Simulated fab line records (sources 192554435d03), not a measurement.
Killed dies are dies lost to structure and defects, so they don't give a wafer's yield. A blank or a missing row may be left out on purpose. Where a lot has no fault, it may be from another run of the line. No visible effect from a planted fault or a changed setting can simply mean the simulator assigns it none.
Which tool did it? -- flow n5Finfet -- Sampling: 24 lots, 72 wafers, 6 of 1938 route steps

WHAT THE GAUGES SHOWED, per wafer
N5_GATE_CUT_CD_MEAS_13: the cd target is 20 nm. Usual: cdNm reads 20.0 nm (standard deviation 0.32).
lot,measured,on,cdNm (nm),flag
L074,day 4 11:26,cdSem-02,19.4 19.5 19.6,
L075,day 4 21:48,cdSem-03,19.7 20.3 20.5,
L076,day 4 22:47,cdSem-03,20.0 19.7 20.2,
L077,day 5 08:31,cdSem-01,19.3 19.0 19.7,
L078,day 5 15:49,cdSem-03,20.7 20.2 20.3,
L079,day 5 18:30,cdSem-01,20.3 19.8 20.4,
L080,day 6 03:28,cdSem-03,19.9 20.3 19.9,
L081,day 6 05:38,cdSem-02,19.9 19.6 19.6,
L082,day 6 14:33,cdSem-01,19.5 19.7 20.2,
L083,day 6 18:44,cdSem-01,19.9 20.1 19.8,
L084,day 7 00:53,cdSem-01,19.7 19.6 20.0,
L085,day 7 07:15,cdSem-03,19.8 19.9 19.8,
L086,day 7 13:38,cdSem-02,20.1 20.3 20.0,
L087,day 7 20:14,cdSem-03,20.2 20.6 20.3,
L088,day 8 04:33,cdSem-03,20.8 20.4 19.7,
L089,day 8 07:47,cdSem-03,20.1 19.8 19.9,
L090,day 8 15:59,cdSem-02,20.0 19.7 20.2,
L091,day 9 00:50,cdSem-03,20.4 19.8 20.3,
L092,day 9 01:17,cdSem-03,20.5 20.4 20.3,
L093,day 9 10:05,cdSem-02,20.0 20.2 20.1,
L094,day 9 12:19,cdSem-01,19.9 20.3 20.2,
L095,day 9 18:20,cdSem-03,19.9 20.5 20.2,
L096,day 10 08:14,cdSem-03,19.8 19.8 20.0,
L097,day 10 13:17,cdSem-03,20.0 20.1 20.2,

N5_GATE_CUT_OVL_MEAS_14. Usual: GATE_CUT_OVL gives 0.5 nm (standard deviation 0.64).
lot,measured,on,GATE_CUT_OVL (nm),flag
L074,day 4 11:28,overlay-01,1.4 0.3 0.3,
L075,day 4 21:50,overlay-02,0.4 0.7 0.5,
L076,day 4 22:50,overlay-01,-0.5 0.2 0.2,
L077,day 5 08:34,overlay-01,0.6 1.2 1.1,
L078,day 5 15:50,overlay-02,0.9 1.9 0.2,
L079,day 5 18:32,overlay-01,1.1 0.7 0.7,
L080,day 6 03:30,overlay-01,0.2 -0.4 -0.2,
L081,day 6 05:41,overlay-02,0.6 0.4 0.1,
L082,day 6 14:35,overlay-01,1.2 0.8 0.2,
L083,day 6 18:46,overlay-02,-0.4 0.6 1.0,
L084,day 7 00:55,overlay-02,0.5 0.7 0.7,
L085,day 7 07:17,overlay-01,0.7 0.7 -0.3,
L086,day 7 13:41,overlay-01,0.3 1.5 1.9,
L087,day 7 20:16,overlay-02,0.2 1.6 -0.1,
L088,day 8 04:35,overlay-02,-0.1 -0.6 -0.7,
L089,day 8 07:49,overlay-02,-1.9 -0.3 -0.6,
L090,day 8 16:01,overlay-01,0.5 0.1 1.2,
L091,day 9 00:52,overlay-02,1.1 0.8 1.5,
L092,day 9 01:19,overlay-02,0.6 0.4 0.5,
L093,day 9 10:07,overlay-02,0.5 0.1 1.3,
L094,day 9 12:20,overlay-01,0.6 1.6 0.3,
L095,day 9 18:22,overlay-01,0.0 -0.3 0.5,
L096,day 10 08:16,overlay-01,0.7 -0.5 -0.4,
L097,day 10 13:19,overlay-02,1.0 1.0 2.4,

N5_MOL_CONTACT_COAG_CD_MEAS_08: the cd target is 28 nm. Usual: cdNm reads 28.12 nm (standard deviation 0.21).
lot,measured,on,cdNm (nm),flag
L074,day 4 15:30,cdSem-03,28.57 28.32 28.20,
L075,day 5 02:05,cdSem-01,27.98 28.05 28.26,
L076,day 5 03:48,cdSem-01,28.22 28.18 27.97,
L077,day 5 13:43,cdSem-03,28.30 28.01 27.69,
L078,day 5 19:56,cdSem-01,28.48 28.18 28.02,
L079,day 5 22:20,cdSem-01,27.94 28.28 28.21,
L080,day 6 10:37,cdSem-02,28.18 28.09 28.67,
L081,day 6 10:40,cdSem-03,28.30 28.18 28.41,
L082,day 6 18:20,cdSem-02,27.96 27.92 28.27,
L083,day 6 22:59,cdSem-03,27.95 28.05 28.08,
L084,day 7 05:02,cdSem-02,28.00 28.20 27.86,
L085,day 7 11:02,cdSem-02,27.81 28.13 28.09,
L086,day 7 18:01,cdSem-02,28.34 28.31 28.31,
L087,day 8 01:17,cdSem-01,27.85 27.93 27.91,
L088,day 8 09:28,cdSem-01,27.90 28.10 28.45,
L089,day 8 12:55,cdSem-03,27.96 28.23 27.87,
L090,day 8 19:53,cdSem-02,27.99 28.18 28.13,
L091,day 9 04:58,cdSem-02,28.39 28.15 28.28,
L092,day 9 06:35,cdSem-01,28.18 28.00 28.28,
L093,day 9 14:07,cdSem-01,27.95 28.25 28.29,
L094,day 9 16:44,cdSem-03,28.03 28.05 28.21,
L095,day 9 22:27,cdSem-01,28.04 27.54 28.01,
L096,day 10 13:45,cdSem-02,27.89 28.05 28.02,
L097,day 10 17:04,cdSem-01,27.82 27.71 28.16,

WHICH TOOL RAN EACH LOT (tool, then ch and the chambers of the sampled wafers, then the start)
lot,N5_HKMG_FIN_ETCH_35,N5_HKMG_FIN_NWFM_ALD_20,N5_GATE_CUT_ETCHBACK_00
L074,"rieDiel-05 ch 0,1,2, day 4 03:17","aldMetal-01 ch 0,2,3, day 4 04:56","rieMetal-01 ch 1, day 4 07:31"
L075,"rieDiel-01 ch 0,2,3, day 4 13:19","aldMetal-02 ch 0,2,3, day 4 14:58","rieMetal-03 ch 0,1, day 4 17:38"
L076,"rieDiel-05 ch 0,1,3, day 4 14:22","aldMetal-01 ch 0,3, day 4 16:01","rieMetal-01 ch 0,1, day 4 18:31"
L077,"rieDiel-01 ch 1,2, day 5 00:08","aldMetal-02 ch 1,2, day 5 01:49","rieMetal-03 ch 0,1, day 5 04:24"
L078,"rieDiel-01 ch 0,2,3, day 5 06:14","aldMetal-03 ch 0,2,3, day 5 07:56","rieMetal-02 ch 0,1, day 5 10:24"
L079,"rieDiel-02 ch 1,2,3, day 5 10:15","aldMetal-02 ch 0,1,3, day 5 11:55","rieMetal-01 ch 0,1, day 5 14:23"
L080,"rieDiel-02 ch 1,2, day 5 18:48","aldMetal-01 ch 1,3, day 5 21:09","rieMetal-01 ch 0,1, day 5 23:41"
L081,"rieDiel-05 ch 0,1, day 5 21:33","aldMetal-01 ch 1,2, day 5 23:23","rieMetal-02 ch 0,1, day 6 01:53"
L082,"rieDiel-02 ch 0,1,3, day 6 06:34","aldMetal-03 ch 1,2,3, day 6 08:31","rieMetal-01 ch 0,1, day 6 10:59"
L083,"rieDiel-01 ch 0,2,3, day 6 10:54","aldMetal-02 ch 1,2,3, day 6 12:40","rieMetal-03 ch 0,1, day 6 15:08"
L084,"rieDiel-01 ch 0,3, day 6 17:10","aldMetal-01 ch 1,2, day 6 18:49","rieMetal-02 ch 0,1, day 6 21:19"
L085,"rieDiel-02 ch 0,1,3, day 6 23:04","aldMetal-03 ch 0,2,3, day 7 00:49","rieMetal-03 ch 0,1, day 7 03:33"
L086,"rieDiel-01 ch 2,3, day 7 05:43","aldMetal-03 ch 0,3, day 7 07:23","rieMetal-02 ch 0,1, day 7 09:53"
L087,"rieDiel-01 ch 0,2,3, day 7 12:34","aldMetal-03 ch 1,2,3, day 7 14:13","rieMetal-03 ch 0,1, day 7 16:41"
L088,"rieDiel-05 ch 0,1, day 7 20:26","aldMetal-02 ch 0,1,2, day 7 22:14","rieMetal-02 ch 0,1, day 8 00:55"
L089,"rieDiel-01 ch 0,1, day 7 23:31","aldMetal-01 ch 0,2, day 8 01:10","rieMetal-02 ch 0,1, day 8 03:49"
L090,"rieDiel-02 ch 1,2,3, day 8 08:16","aldMetal-02 ch 0,1,3, day 8 09:55","rieMetal-03 ch 0,1, day 8 12:23"
L091,"rieDiel-01 ch 0,3, day 8 15:23","aldMetal-01 ch 0,2,3, day 8 17:03","rieMetal-01 ch 0, day 8 19:44"
L092,"rieDiel-05 ch 1,2,3, day 8 16:11","aldMetal-01 ch 0,2,3, day 8 17:50","rieMetal-02 ch 0,1, day 8 20:19"
L093,"rieDiel-01 ch 0,2,3, day 9 02:10","aldMetal-03 ch 0,1, day 9 03:49","rieMetal-03 ch 0,1, day 9 06:25"
L094,"rieDiel-02 ch 0,1,2, day 9 03:57","aldMetal-03 ch 0,1,3, day 9 05:36","rieMetal-01 ch 0, day 9 08:37"
L095,"rieDiel-05 ch 0,3, day 9 09:25","aldMetal-02 ch 0,1, day 9 11:14","rieMetal-03 ch 0,1, day 9 13:42"
L096,"rieDiel-02 ch 0,2, day 9 23:55","aldMetal-02 ch 0,2, day 10 01:42","rieMetal-01 ch 0,1, day 10 04:10"
L097,"rieDiel-05 ch 0,2,3, day 10 04:35","aldMetal-01 ch 0,1,3, day 10 06:15","rieMetal-01 ch 0,1, day 10 08:56"
- N5_HKMG_FIN_ETCH_35: etches SOC in N2/H2, target depth 215.8 nm, time 243.4 s.
- N5_HKMG_FIN_NWFM_ALD_20: deposits TiAlC, target thk 2 nm, pulse time 3 s, purge time 2 s.
- N5_GATE_CUT_ETCHBACK_00: etches W in SF6/Cl2.

AS READ BY THE TOOLS THEMSELVES (means over the sampled wafers that have a number; for cases with no such wafer, the mark the record gives instead)
N5_HKMG_FIN_ETCH_35. Usual: drypumpMotorCurrentA 5.5 A, standard deviation 0.42; n2FlowSccm 200.0 sccm, standard deviation 0.6; oesProductAu 0.80 a.u., standard deviation 0.072; rfVppV 141.8 V, standard deviation 1; showerheadPlenumPTorr 2.58 Torr, standard deviation 0.09; throttleValvePct 17.9 %, standard deviation 0.3.
lot,tool,drypumpMotorCurrentA (A),n2FlowSccm (sccm),oesProductAu (a.u.),rfVppV (V),showerheadPlenumPTorr (Torr),throttleValvePct (%),flag
L074,rieDiel-05,5.4,199.6,0.83,141.3,2.59,17.7,
L075,rieDiel-01,5.6,200.0,0.78,141.5,2.53,17.9,
L076,rieDiel-05,5.4,200.1,0.89,141.4,2.58,17.7,
L077,rieDiel-01,5.4,199.4,0.86,142.1,2.64,17.7,
L078,rieDiel-01,5.7,200.3,0.77,142.2,2.53,17.9,
L079,rieDiel-02,5.5,199.3,0.82,142.9,2.65,17.8,
L080,rieDiel-02,5.9,200.1,0.84,142.2,2.68,17.6,
L081,rieDiel-05,5.5,199.7,0.90,142.1,2.53,17.7,
L082,rieDiel-02,5.0,200.3,0.79,141.2,2.61,17.9,
L083,rieDiel-01,5.6,200.2,0.76,140.9,2.52,18.0,
L084,rieDiel-01,5.8,200.0,0.76,142.1,2.51,18.2,
L085,rieDiel-02,5.0,199.4,0.79,141.6,2.61,17.9,
L086,rieDiel-01,5.5,200.0,0.78,142.0,2.57,18.0,
L087,rieDiel-01,5.7,200.4,0.75,140.9,2.52,18.0,
L088,rieDiel-05,5.5,199.9,0.82,142.7,2.57,17.4,
L089,rieDiel-01,5.8,200.0,0.82,141.6,2.62,18.1,
L090,rieDiel-02,5.5,199.9,0.80,142.5,2.64,17.8,
L091,rieDiel-01,5.9,199.9,0.71,141.3,2.45,18.2,
L092,rieDiel-05,5.3,200.1,0.76,142.1,2.62,17.8,
L093,rieDiel-01,5.6,200.3,0.74,141.8,2.51,18.0,
L094,rieDiel-02,5.4,199.7,0.78,141.9,2.64,17.8,
L095,rieDiel-05,5.3,199.5,0.87,141.5,2.51,18.0,
L096,rieDiel-02,5.4,200.6,0.78,142.1,2.58,17.8,
L097,rieDiel-05,5.2,200.3,0.88,140.3,2.55,17.9,

N5_HKMG_FIN_NWFM_ALD_20. Usual: heaterPowerW 489 W, standard deviation 79; precursorPulseHeightRel 1.001, standard deviation 0.019.
lot,tool,heaterPowerW (W),precursorPulseHeightRel,flag
L074,aldMetal-01,506,1.015,
L075,aldMetal-02,498,1.021,
L076,aldMetal-01,462,1.007,
L077,aldMetal-02,425,0.997,
L078,aldMetal-03,458,1.019,
L079,aldMetal-02,429,0.989,
L080,aldMetal-01,483,1.008,
L081,aldMetal-01,562,0.986,
L082,aldMetal-03,517,1.011,
L083,aldMetal-02,427,0.995,
L084,aldMetal-01,544,0.973,
L085,aldMetal-03,458,1.015,
L086,aldMetal-03,410,1.027,
L087,aldMetal-03,523,0.999,
L088,aldMetal-02,492,1.013,
L089,aldMetal-01,504,0.995,
L090,aldMetal-02,440,1.011,
L091,aldMetal-01,505,1.007,
L092,aldMetal-01,505,1.001,
L093,aldMetal-03,531,1.013,
L094,aldMetal-03,478,0.979,
L095,aldMetal-02,493,1.002,
L096,aldMetal-02,569,0.993,
L097,aldMetal-01,490,1.002,

N5_GATE_CUT_ETCHBACK_00. Usual: drypumpMotorCurrentA 5.7 A, standard deviation 0.36; oesProductAu 0.81 a.u., standard deviation 0.1; throttleValvePct 27.3 %, standard deviation 0.32.
lot,tool,drypumpMotorCurrentA (A),oesProductAu (a.u.),throttleValvePct (%),flag
L074,rieMetal-01,5.5,0.62,27.3,
L075,rieMetal-03,5.7,0.82,27.4,
L076,rieMetal-01,5.3,0.87,27.5,
L077,rieMetal-03,5.7,0.80,27.4,
L078,rieMetal-02,5.9,0.78,26.9,
L079,rieMetal-01,5.4,0.73,27.4,
L080,rieMetal-01,5.4,0.72,27.4,
L081,rieMetal-02,6.1,0.78,26.9,
L082,rieMetal-01,5.4,0.73,27.4,
L083,rieMetal-03,5.8,0.80,27.6,
L084,rieMetal-02,6.1,0.78,26.9,
L085,rieMetal-03,5.8,0.80,27.6,
L086,rieMetal-02,6.1,0.77,26.9,
L087,rieMetal-03,5.7,0.79,27.4,
L088,rieMetal-02,5.9,0.77,26.9,
L089,rieMetal-02,6.1,0.77,26.9,
L090,rieMetal-03,5.7,0.79,27.5,
L091,rieMetal-01,5.1,0.91,27.7,
L092,rieMetal-02,6.1,0.77,26.9,
L093,rieMetal-03,5.8,0.80,27.6,
L094,rieMetal-01,5.2,0.90,27.7,
L095,rieMetal-03,5.7,0.78,27.4,
L096,rieMetal-01,5.3,0.93,27.7,
L097,rieMetal-01,5.3,0.93,27.7,

THE ANSWER, worked out from the rows above alone
Rule: take the mean of a lot's wafers that have a number; if it is more than 3 standard deviations from the usual mean, the lot is off. Also off: a lot with no number at a reading for which 4 or more lots have one. The other lots that the step has rows for count as sound. First the gauges in route order, then the tools' own readings, where a lot's mean is used as printed above. The first step at which some lot is off is used, and at that step the reading that is off furthest; a lot without a number counts as furthest.
No lot is off on any of the readings shown, so nothing can be concluded from this.

WHAT THE SIMULATOR HAD PUT IN
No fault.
